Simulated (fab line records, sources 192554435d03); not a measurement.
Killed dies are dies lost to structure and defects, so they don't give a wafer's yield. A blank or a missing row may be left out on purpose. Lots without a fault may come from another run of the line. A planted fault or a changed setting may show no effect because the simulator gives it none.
fab line records | flow n5_finfet
record lots=6 wafers=18 last_day=18
route steps=1938 shown ZERO_LAYER@9 WELL_APT@20 PASSIVATION@1936
lots that met no fault: from a run of the same line without faults
start_h: hours from the record's first day to the start of the lot's first wafer shown | wait_h: hours since the lot's step before | " the same as in the row above | L1.1+2: a row that stands for several wafers | - no value, or no start given | * or withheld: withheld | < > ~ a bound
route shown NAME@n: a module of which the file shows steps, and the number in the route of the first | usual: mean/standard deviation of fault-free wafers | same: alike in all rows | chamber/n: place in a boat | sites: the reading at each site | _std_site: their standard deviation | _edge_site: outer sites' mean less inner sites' | radius_mm: how far each site lies from the wafer's centre | mask NAME#n: copy n | behind: the tool/chamber that last shaped the wafer | hold: why the lot was held/for how many hours/how that ended | device: the transistor (n, p or np) that didn't switch | end of line: the same wafers' tests at the end of the route | a step without rows: its recipe alone | killed: dies lost to structure and defects at the first sort, not the wafer's yield | map: a wafer's dies, x killed, . not, _ none there
set.NAME: the setting as run; set.NAME@STEP: as run at that earlier step | model.NAME: the simulator's own value behind a step, which no gauge read
lots at some steps of the route; a table a step, a row a wafer
services: from which hour (start_h, from the record's first day; less than 0 if before it) a tool's chamber was out of use, for how many hours, and why
## steps
# step N5_ZERO_LAYER_EXPOSE_08
# recipe mask_id=ZERO na=0.55 source_shape=conventional sigma_outer=0.8 polarization=unpolarized defocus_nm=0 target_cd_nm=2000 dose_mj=16.2
# step N5_ZERO_LAYER_PEB_09
# recipe peb_temp_c=withheld peb_time_s=*
# step N5_ZERO_LAYER_DEVELOP_10
# recipe develop_time_s=60 rinse_liquid=diw dry=air_spin dev_temp_c=21
# step N5_ZERO_LAYER_HARDBAKE_23
# recipe temp_c=130 time_s=120
# step N5_ZERO_LAYER_CD_MEAS_11
# recipe target_cd_nm=2000 landing_energy_ev=500 detector=se_inlens
# usual cd_nm=2001.0/2.8
# columns lot.wafer tool chamber start_h wait_h cd_nm
L219.1 cd_sem-02 0 30.65 - 2003.1
L219.5 " 0 " " 2004.8
L219.6 " 0 " " 2005.4
L222.4 cd_sem-02 0 48.67 - 1997.3
L222.5 " 0 " " 2001.6
L222.6 " 0 " " 1999.3
L223.1 cd_sem-03 0 54.77 - 2006.2
L223.3 " 0 " " 2001.3
L223.5 " 0 " " 2003.5
L226.3 cd_sem-02 0 72.79 - 2001.7
L226.4 " 0 " " 1998.4
L226.6 " 0 " " 1999.3
L237.1 cd_sem-02 0 139.99 - 2005.7
L237.2 " 0 " " 2003.6
L237.4 " 0 " " 2003.4
L238.1 cd_sem-01 0 144.64 - 2003.6
L238.4 " 0 " " 2002.0
L238.6 " 0 " " 2005.2
# step N5_ZERO_LAYER_DESCUM_16
# recipe chemistry=O2 time_s=7.9 source_power_w=50 bias_power_w=20 pressure_mtorr=20 rf_frequency_hz=2.712e+07 temp_c=40 o2_flow_sccm=225
# usual drypump_motor_current_A=5.8/0.44 oes_product_au=0.76/0.059 rf_fwd_power_W=49.36/0.19 rf_vpp_V=243.3/1.5 showerhead_plenum_p_Torr=2.09/0.083 throttle_valve_pct=20.5/0.32
# columns lot.wafer tool chamber start_h wait_h drypump_motor_current_A oes_product_au rf_fwd_power_W rf_hours_counter_h rf_vpp_V showerhead_plenum_p_Torr throttle_valve_pct
L219.1 rie_diel-06 1 31.37 0.7 6.5 0.66 49.53 248 241.5 1.95 20.5
L219.5 " 2 " " 5.7 0.74 48.95 - 242.4 2.07 20.9
L219.6 " 3 " " 5.9 0.83 49.69 - 240.6 1.94 20.0
L222.4 rie_diel-06 2 48.72 0.1 5.6 0.73 49.45 - 244.4 2.07 20.9
L222.5 " 3 " " 5.9 0.81 49.62 - 241.9 1.94 20.0
L222.6 " 0 " " 6.5 0.78 49.18 - 242.4 2.01 20.1
L223.1 rie_diel-01 3 55.07 0.3 5.4 0.83 48.97 100 243.5 2.11 20.7
L223.3 " 0 " " 5.5 0.72 49.31 186 241.9 2.09 20.7
L223.5 " 0 " " 5.5 0.73 49.47 - 243.1 2.09 20.7
L226.3 rie_diel-01 0 72.82 0.0 5.5 0.72 49.37 191 243.4 2.08 20.7
L226.4 " 1 " " 5.5 0.72 49.39 218 244.0 2.13 20.6
L226.6 " 3 " " 5.4 0.81 49.19 - 243.5 2.10 20.7
L237.1 rie_diel-01 3 140.03 0.0 5.4 0.79 49.11 126 244.9 2.10 20.7
L237.2 " 0 " " 5.5 0.69 49.40 207 242.3 2.08 20.7
L237.4 " 1 " " 5.5 0.70 49.67 239 243.8 2.12 20.6
L238.1 rie_diel-01 2 144.72 0.1 5.4 0.73 49.11 171 244.1 2.20 20.7
L238.4 " 1 " " 5.5 0.71 49.57 241 244.2 2.12 20.6
L238.6 " 0 " " 5.5 0.70 49.27 - 244.3 2.08 20.7
# step N5_ZERO_LAYER_ETCH_17
# recipe chemistry=CF4 target=SiO2 target_depth_a=120 time_s=13.3 ion_energy_ev=350 pressure_mtorr=40 source_w=450 bias_w=215 Ar_flow_sccm=100 cf4_flow_sccm=100
# usual drypump_motor_current_A=5.8/0.44 oes_product_au=0.76/0.057 rf_fwd_power_W=446.2/1.8 rf_vpp_V=949/5 showerhead_plenum_p_Torr=2.14/0.079 throttle_valve_pct=15.79/0.29
# columns lot.wafer tool chamber start_h wait_h drypump_motor_current_A oes_product_au rf_fwd_power_W rf_hours_counter_h rf_vpp_V showerhead_plenum_p_Torr throttle_valve_pct
L219.1 rie_diel-06 1 31.40 0.0 6.5 0.64 447.7 248 942 2.02 15.96
L219.5 " 2 " " 5.6 0.73 444.7 - 948 2.12 16.05
L219.6 " 3 " " 5.8 0.82 447.2 - 940 2.00 15.29
L222.4 rie_diel-06 2 48.76 0.0 5.6 0.74 447.1 - 946 2.11 16.09
L222.5 " 3 " " 5.9 0.83 446.3 - 940 2.00 15.30
L222.6 " 0 " " 6.5 0.79 444.9 - 944 2.06 15.31
L223.1 rie_diel-01 3 55.10 0.0 5.4 0.81 445.3 100 949 2.18 15.98
L223.3 " 0 " " 5.5 0.72 444.9 186 949 2.15 15.92
L223.5 " 0 " " 5.5 0.72 443.5 - 947 2.15 15.94
L226.3 rie_diel-01 0 72.86 0.0 5.5 0.72 446.6 191 946 2.14 15.94
L226.4 " 1 " " 5.5 0.72 449.3 218 955 2.21 16.04
L226.6 " 3 " " 5.4 0.81 446.4 - 950 2.17 15.99
L237.1 rie_diel-01 3 140.06 0.0 5.4 0.77 443.9 126 948 2.17 16.04
L237.2 " 0 " " 5.5 0.70 445.9 207 948 2.14 15.97
L237.4 " 1 " " 5.5 0.71 446.6 239 952 2.20 16.10
L238.1 rie_diel-01 2 144.76 0.0 5.4 0.73 446.3 171 953 2.21 15.71
L238.4 " 1 " " 5.5 0.71 444.9 241 949 2.20 16.11
L238.6 " 0 " " 5.5 0.70 448.7 - 948 2.14 15.97
# step N5_ZERO_LAYER_ETCH_18
# recipe chemistry=HBr/Cl2 target=Si target_depth_a=1200 time_s=40 pressure_mtorr=10 icp_w=800 bias_w=75 HBr_flow_sccm=150 Cl2_flow_sccm=80
# usual drypump_motor_current_A=5.6/0.53 oes_product_au=0.997/0.014 rf_fwd_power_W=796.0/2.9 throttle_valve_pct=36.2/0.51
# columns lot.wafer tool chamber start_h wait_h drypump_motor_current_A oes_product_au rf_fwd_power_W rf_hours_counter_h throttle_valve_pct
L219.1 rie_si-03 0 31.48 0.0 5.7 0.981 793.1 90 36.8
L219.5 " 1 " " 5.1 0.990 794.3 - 35.8
L219.6 " 2 " " 6.1 1.022 798.0 - 36.8
L222.4 rie_si-02 2 48.81 0.0 6.4 0.981 796.9 116 36.3
L222.5 " 1 " " 4.9 1.013 795.6 - 35.4
L222.6 " 0 " " 4.9 0.995 803.4 - 37.0
L223.1 rie_si-05 0 55.18 0.0 5.3 1.000 793.5 58 36.4
L223.3 " 1 " " 5.7 0.995 795.7 54 36.2
L223.5 " 1 " " 5.7 0.997 795.2 - 36.2
L226.3 rie_si-03 2 72.93 0.0 6.1 1.026 800.8 19 36.8
L226.4 " 0 " " 5.7 0.985 788.0 91 36.8
L226.6 " 0 " " 5.7 0.982 793.7 - 36.8
L237.1 rie_si-05 3 140.13 0.0 5.4 1.005 798.4 126 36.7
L237.2 " 0 " " 5.3 1.007 794.5 59 36.4
L237.4 " 2 " " 6.5 1.003 797.2 143 36.3
L238.1 rie_si-02 0 144.83 0.0 4.9 0.995 794.7 98 37.0
L238.4 " 3 " " 5.9 0.963 796.7 118 35.3
L238.6 " 2 " " 6.4 0.991 792.8 - 36.3
# step N5_ZERO_LAYER_STRIP_24
# recipe chemistry=O2 power_w=1000 temp_c=250 overash_fraction=0.3 pressure_mtorr=1000 o2_flow_sccm=6750
# usual drypump_motor_current_A=5.54/0.17 heater_power_w=342/27 oes_product_au=0.646/0.0046 strip_time_to_endpoint_s=43.80/0.1
# columns lot.wafer tool chamber start_h wait_h drypump_motor_current_A heater_power_w oes_product_au rf_hours_counter_h strip_time_to_endpoint_s
L219.1 plasma_asher-01 1 31.58 0.1 5.71 310 0.645 25 43.90
L219.5 " 0 " " 5.26 369 0.647 - 43.82
L219.6 " 1 " " 5.71 310 0.647 - 43.85
L222.4 plasma_asher-02 0 48.93 0.1 5.65 330 0.642 - 43.61
L222.5 " 1 " " 5.56 346 0.646 - 43.70
L222.6 " 0 " " 5.63 338 0.649 - 43.64
L223.1 plasma_asher-01 1 55.28 0.1 5.67 309 0.650 32 43.79
L223.3 " 1 " " 5.68 302 0.653 - 43.86
L223.5 " 1 " " 5.68 306 0.649 - 43.88
L226.3 plasma_asher-01 1 73.05 0.1 5.70 300 0.645 - 43.77
L226.4 " 0 " " 5.30 377 0.649 - 43.82
L226.6 " 0 " " 5.28 380 0.647 - 43.76
L237.1 plasma_asher-02 1 140.24 0.1 5.59 354 0.641 99 43.67
L237.2 " 0 " " 5.68 328 0.644 99 43.68
L237.4 " 0 " " 5.62 329 0.652 - 43.67
L238.1 plasma_asher-02 0 144.94 0.1 5.66 340 0.640 99 43.81
L238.4 " 0 " " 5.65 333 0.655 - 43.74
L238.6 " 1 " " 5.57 357 0.651 - 43.78
# step N5_ZERO_LAYER_STRIP_19
# recipe chemistry=SPM time_s=900 temp_c=130 h2so4_h2o2_vol_ratio=4 dry=ipa_marangoni
# step N5_ZERO_LAYER_INSPECT_20
# recipe inspect_instrument=darkfield mode=post_clean
# usual raw_defect_count=35/15
# columns lot.wafer tool chamber start_h wait_h raw_defect_count
L219.1 defect_inspect-02 - 31.94 0.0 37
L219.5 " - " " 39
L219.6 " - " " 36
L222.4 defect_inspect-02 - 49.30 0.0 13
L222.5 " - " " 24
L222.6 " - " " 29
L223.1 defect_inspect-01 - 55.64 0.0 47
L223.3 " - " " 26
L223.5 " - " " 48
L226.3 defect_inspect-01 - 73.40 0.0 56
L226.4 " - " " 58
L226.6 " - " " 37
L237.1 defect_inspect-02 - 140.60 0.0 28
L237.2 " - " " 36
L237.4 " - " " 33
L238.1 defect_inspect-02 - 145.30 0.0 33
L238.4 " - " " 35
L238.6 " - " " 8
# step N5_WELL_APT_HMDS_01
# recipe time_s=60 temp_c=120
# step N5_WELL_APT_COAT_02
# recipe spin_rpm=1357 resist_thk_nm=950
# usual spin_speed_rpm=1357.0/1
# columns lot.wafer tool chamber start_h wait_h spin_speed_rpm model.coat_of_WELL_APT_COAT_02.thk_nm
L219.1 litho_track-01 0 31.98 - 1356.2 955.3
L219.5 " 0 " " 1356.3 950.7
L219.6 " 0 " " 1357.0 953.7
L222.4 litho_track-04 0 49.33 - 1356.9 957.5
L222.5 " 0 " " 1357.8 958
L222.6 " 0 " " 1356.2 955.7
L223.1 litho_track-03 0 55.68 - 1356.1 946.3
L223.3 " 0 " " 1357.3 948.1
L223.5 " 0 " " 1357.3 948
L226.3 litho_track-04 0 73.43 - 1356.3 952
L226.4 " 0 " " 1357.6 950.4
L226.6 " 0 " " 1357.4 951.6
L237.1 litho_track-04 0 140.63 - 1301.2 968.7
L237.2 " 0 " " 1299.2 970.4
L237.4 " 0 " " 1300.8 968
L238.1 litho_track-04 0 145.33 - 1297.8 978.3
L238.4 " 0 " " 1299.9 976.9
L238.6 " 0 " " 1301.1 976.9
# step N5_WELL_APT_EBR_04
# recipe solvent=PGMEA ebr_width_mm=1.5
# step N5_WELL_APT_SOFTBAKE_03
# recipe temp_c=130 time_s=60
# step N5_WELL_APT_EXPOSE_05
# recipe mask_id=NWELL na=0.8 source_shape=conventional sigma_outer=0.8 polarization=unpolarized defocus_nm=0 target_cd_nm=200 dose_mj=20.3
# step N5_WELL_APT_PEB_06
# recipe peb_temp_c=130 peb_time_s=90
# step N5_WELL_APT_DEVELOP_07
# recipe develop_time_s=45 rinse_liquid=surfactant_rinse dry=air_spin dev_temp_c=21
# step N5_WELL_APT_HARDBAKE_12
# recipe temp_c=130 time_s=120
# step N5_WELL_APT_CD_MEAS_08
# recipe target_cd_nm=200 landing_energy_ev=500 detector=se_inlens
# usual cd_nm=199.8/2.8
# columns lot.wafer tool chamber start_h wait_h cd_nm
L219.1 cd_sem-01 0 32.24 - 202.7
L219.5 " 0 " " 198.3
L219.6 " 0 " " 201.9
L222.4 cd_sem-03 0 49.60 - 202.4
L222.5 " 0 " " 204.0
L222.6 " 0 " " 200.3
L223.1 cd_sem-02 0 55.94 - 202.0
L223.3 " 0 " " 202.2
L223.5 " 0 " " 198.9
L226.3 cd_sem-03 0 73.70 - 197.5
L226.4 " 0 " " 200.7
L226.6 " 0 " " 200.4
L237.1 cd_sem-01 0 140.90 - 195.2
L237.2 " 0 " " 197.3
L237.4 " 0 " " 197.6
L238.1 cd_sem-02 0 145.60 - 191.7
L238.4 " 0 " " 194.3
L238.6 " 0 " " 196.2
# step N5_WELL_APT_OVL_MEAS_09
# recipe points_per_wafer=44
# usual NWELL_OVL=-1/4.7
# columns lot.wafer tool chamber start_h wait_h NWELL_OVL[nm]
L219.1 overlay-01 0 32.27 0.0 -3
L219.5 " 0 " " 2
L219.6 " 0 " " 3
L222.4 overlay-01 0 49.63 0.0 6
L222.5 " 0 " " -5
L222.6 " 0 " " 0
L223.1 overlay-02 0 55.97 0.0 0
L223.3 " 0 " " 1
L223.5 " 0 " " 2
L226.3 overlay-01 0 73.73 0.0 2
L226.4 " 0 " " 8
L226.6 " 0 " " 6
L237.1 overlay-02 0 140.93 0.0 -9
L237.2 " 0 " " 3
L237.4 " 0 " " 6
L238.1 overlay-02 0 145.63 0.0 -6
L238.4 " 0 " " -2
L238.6 " 0 " " -6
# step N5_WELL_APT_INSPECT_10
# recipe mode=adi inspect_instrument=macro
# usual raw_defect_count=2.0/1.4
# columns lot.wafer tool chamber start_h wait_h raw_defect_count
L219.1 defect_inspect-01 - 32.30 0.0 2
L219.5 " - " " 3
L219.6 " - " " 3
L222.4 defect_inspect-02 - 49.66 0.0 1
L222.5 " - " " 1
L222.6 " - " " 3
L223.1 defect_inspect-02 - 56.00 0.0 1
L223.3 " - " " 0
L223.5 " - " " 2
L226.3 defect_inspect-01 - 73.76 0.0 2
L226.4 " - " " 0
L226.6 " - " " 0
L237.1 defect_inspect-01 - 140.96 0.0 1
L237.2 " - " " 2
L237.4 " - " " 1
L238.1 defect_inspect-02 - 145.65 0.0 2
L238.4 " - " " 6
L238.6 " - " " 0
# step N5_WELL_APT_DESCUM_13
# recipe chemistry=O2 time_s=7.9 source_power_w=50 bias_power_w=20 pressure_mtorr=20 rf_frequency_hz=2.712e+07 temp_c=40 o2_flow_sccm=225
# usual drypump_motor_current_A=5.7/0.4 oes_product_au=0.74/0.084 rf_fwd_power_W=49.69/0.18 rf_vpp_V=243.2/1.5 showerhead_plenum_p_Torr=2.10/0.09 throttle_valve_pct=20.37/0.17
# columns lot.wafer tool chamber start_h wait_h drypump_motor_current_A oes_product_au rf_fwd_power_W rf_hours_counter_h rf_vpp_V showerhead_plenum_p_Torr throttle_valve_pct model.coat_of_WELL_APT_COAT_02.thk_nm
L219.1 rie_diel-04 2 32.33 0.0 5.3 0.72 49.81 178 242.9 2.06 20.44 937.2
L219.5 " 1 " " 5.5 0.72 50.02 - 243.6 2.19 20.24 932.6
L219.6 " 2 " " 5.3 0.72 49.91 - 244.1 2.06 20.44 935.6
L222.4 rie_diel-02 0 49.70 0.0 6.1 0.71 50.04 165 241.3 2.02 20.31 939.3
L222.5 " 3 " " 6.5 0.72 49.65 - 243.6 2.09 20.17 939.9
L222.6 " 0 " " 6.1 0.72 49.71 - 241.8 2.02 20.31 937.5
L223.1 rie_diel-04 1 56.03 0.0 5.5 0.71 49.76 186 243.1 2.18 20.25 928.1
L223.3 " 2 " " 5.3 0.70 49.74 190 244.2 2.06 20.47 930
L223.5 " 0 " " 5.6 1.01 49.43 - 244.6 2.25 20.37 929.9
L226.3 rie_diel-05 1 73.79 0.0 6.2 0.79 49.51 118 244.1 2.18 20.42 933.9
L226.4 " 3 " " 5.5 0.69 49.99 243 241.0 2.03 20.65 932.2
L226.6 " 0 " " 5.1 0.72 49.95 - 245.0 2.15 20.23 933.4
L237.1 rie_diel-04 1 141.01 0.1 5.5 0.70 49.76 210 244.9 2.18 20.30 950.6
L237.2 " 0 " " 5.6 0.92 49.61 33 243.8 2.23 20.45 952.3
L237.4 " 2 " " 5.3 0.70 49.60 - 242.8 2.05 20.52 949.9
L238.1 rie_diel-04 2 145.69 0.0 5.3 0.69 49.99 225 243.7 2.05 20.51 960.2
L238.4 " 2 " " 5.3 0.69 49.80 - 243.1 2.05 20.53 958.8
L238.6 " 1 " " 5.5 0.69 49.79 - 244.5 2.17 20.30 958.8
# step N5_WELL_APT_IMPLANT_14
# recipe species=P energy_kev=160 dose_cm2=1.5e+13 tilt_deg=0 rotation_deg=0
# step N5_PASSIVATION_PROBE_49
# usual killed_at_M0_to_M3=34/11 killed_at_M4_up=13/5.2 killed_at_contacts=13/6.3 killed_at_front_end=40/14 killed_at_other=3.2/2.4 killed_dies=104/19 killed_open=69/14 killed_short=32/7.5
# same gross_dies=1180 killed_at_back_side=0
# columns lot.wafer tool chamber start_h wait_h killed_at_M0_to_M3 killed_at_M4_up killed_at_contacts killed_at_front_end killed_at_other killed_dies killed_open killed_short
L223.1 prober-02 - 303.63 0.0 33 12 23 43 4 115 77 36
L223.3 prober-02 - 303.73 0.1 29 31 12 36 6 114 83 29
L223.5 prober-02 - 303.83 0.2 30 16 10 28 4 88 64 24
# killed by level:class
L223.1 MOL_CONTACT_COAG:geometric_particle:open=15 STI_FIN_REVEAL:geometric_particle:open=11 BEOL_M3:geometric_particle:open=9 MOL_CONTACT_COAG:geometric_particle:short=8 BEOL_M2:geometric_particle:open=6 BEOL_M4:geometric_particle:open=6 FIN_SAQP:geometric_particle:open=5 BEOL_M1:geometric_particle:open=5
L223.3 BEOL_M4:geometric_particle:open=18 STI_FIN_REVEAL:geometric_particle:open=14 MOL_CONTACT_COAG:geometric_particle:open=11 BEOL_M2:geometric_particle:open=9 BEOL_M0_SAQP:geometric_particle:short=8 FIN_SAQP:geometric_particle:open=7 FIN_SAQP:geometric_particle:short=5 DUMMY_GATE:geometric_particle:open=4
L223.5 BEOL_M4:geometric_particle:open=13 STI_FIN_REVEAL:geometric_particle:open=11 MOL_CONTACT_COAG:geometric_particle:open=9 BEOL_M0_SAQP:geometric_particle:open=9 FIN_SAQP:geometric_particle:open=6 FIN_SAQP:geometric_particle:short=4 BEOL_M2:geometric_particle:open=4 BEOL_M3:geometric_particle:short=4
## services
# columns tool chamber start_h hours kind
rie_si-03 - 11.05 0.1 repair
rie_diel-04 0 21.89 - clean
rie_diel-04 0 21.89 - consumable_replace:focus_ring
rie_diel-04 0 21.89 - consumable_replace:showerhead
rie_diel-04 0 21.89 32.3 scheduled_down
rie_diel-04 0 21.89 32.3 vent_cycle
rie_diel-06 1 38.20 - clean
rie_diel-06 1 38.20 - consumable_replace:focus_ring
rie_diel-06 1 38.20 - consumable_replace:showerhead
rie_si-02 2 38.22 5.3 repair
rie_diel-05 - 46.75 2.8 pm
rie_diel-02 - 63.88 0.1 repair
rie_diel-04 1 84.16 5.7 repair
rie_diel-01 0 90.51 8.2 repair
rie_diel-06 0 92.45 4.8 repair
plasma_asher-02 - 95.35 2.5 repair
rie_si-03 0 104.55 5.4 repair
rie_si-02 2 105.70 4.0 repair
rie_si-05 - 107.59 2.8 pm
rie_diel-01 0 116.14 1.5 repair
rie_diel-01 2 127.11 6.6 repair
rie_diel-05 - 138.50 4.3 pm
rie_si-05 1 140.86 2.5 repair
rie_diel-04 3 143.18 13.8 repair
## key
first_sign step=N5_WELL_APT_COAT_02 reading=spin_speed_rpm direction=down sigmas=56 usual=* struck=*
effect none on later readings
model_effect step=N5_WELL_APT_COAT_02 value=coat_of_WELL_APT_COAT_02.thk_nm without=952.3 struck=973.2
model_effect step=N5_WELL_APT_DESCUM_13 value=coat_of_WELL_APT_COAT_02.thk_nm without=934.2 struck=955.1
met_at N5_WELL_APT_COAT_02
struck_wafers L237.1,L237.2,L237.4,L238.1,L238.4,L238.6
tester_left_out L237,L238
onset_between 73.43 140.63
fault kind=process_parameter_drift tool=litho_track-04 chamber=- onset_h=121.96 steps=N5_WELL_APT_COAT_02 channel=spin_rpm offset=* shape=step end_h=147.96 acts_in=* stated=*
# tester_left_out: of these lots the tester's yield and bins aren't shown, on N5 and GAA mostly nor the transistor test; their killed dies are dies lost to structure and defects alone, not to doping, threshold or leakage, so they don't give the yield
